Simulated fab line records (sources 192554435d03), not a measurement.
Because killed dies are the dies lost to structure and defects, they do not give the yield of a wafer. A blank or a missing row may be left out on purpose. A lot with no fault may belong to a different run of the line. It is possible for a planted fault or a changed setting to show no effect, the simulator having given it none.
Chamber matching ; flow n5-finfet ; 3 sister chambers for N5_BEOL_M4_CO_CAP_55 on cvd-co-01
The step material Co, precursor CCTBA/H2, target thk 2 nm, time 102.1 s. 30 wafers are shown with their chamber, then 12 later ones without.

WAFERS, EACH WITH ITS CHAMBER
wafer;chamber;heater-power-w (W)
L074.2;1;243
L074.3;0;226
L074.6;0;223
L075.1;0;233
L075.4;2;223
L075.6;0;231
L078.2;0;228
L078.3;1;243
L078.6;1;243
L081.1;0;234
L081.4;1;247
L081.5;0;240
L083.3;0;230
L083.4;1;246
L083.6;0;230
L089.3;1;238
L089.5;1;235
L089.6;0;230
L088.1;0;231
L088.2;1;239
L088.4;1;248
L090.1;1;236
L090.5;1;247
L090.6;0;231
L092.1;0;231
L092.2;1;241
L092.4;1;239
L093.1;0;233
L093.3;1;242
L093.5;1;243

SIGNATURES, as means of the wafers listed above
reading;chamber 0;chamber 1;chamber 2;scatter within a chamber
heater-power-w;230.79;242.00;223.00;3.96
Rule: a wafer's distance from a chamber is the root of the sum, over the readings, of the square of ((its reading less the chamber's mean) divided by the reading's scatter). The wafer belongs to the nearest chamber; if the next one is less than 2 further off, it can't be placed. How the scatter is found: for the shown wafers, subtract from each reading the mean of its chamber, square and add these, divide the total by (wafers less chambers), then take the root.

WAFERS WHOSE CHAMBER IS MISSING
wafer;heater-power-w (W)
L094.1;229
L094.3;241
L094.4;232
L095.3;230
L095.4;244
L095.6;245
L096.2;231
L096.4;235
L096.6;238
L097.3;246
L097.5;236
L097.6;241

CHAMBER TAKEN BY EACH
wafer;from the rows above;in truth
L094.1;can't be placed: 0 or 2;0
L094.3;1;1
L094.4;can't be placed: 0 or 2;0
L095.3;can't be placed: 0 or 2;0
L095.4;1;1
L095.6;1;1
L096.2;can't be placed: 0 or 2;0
L096.4;can't be placed: 0 or 1 or 2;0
L096.6;can't be placed: 1 or 0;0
L097.3;1;1
L097.5;can't be placed: 0 or 1 or 2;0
L097.6;1;1
Correct placement for 5 of the 12. Can't be placed from these rows: 7 (the true chamber is among the candidates in 7). Placed wrongly: 0.
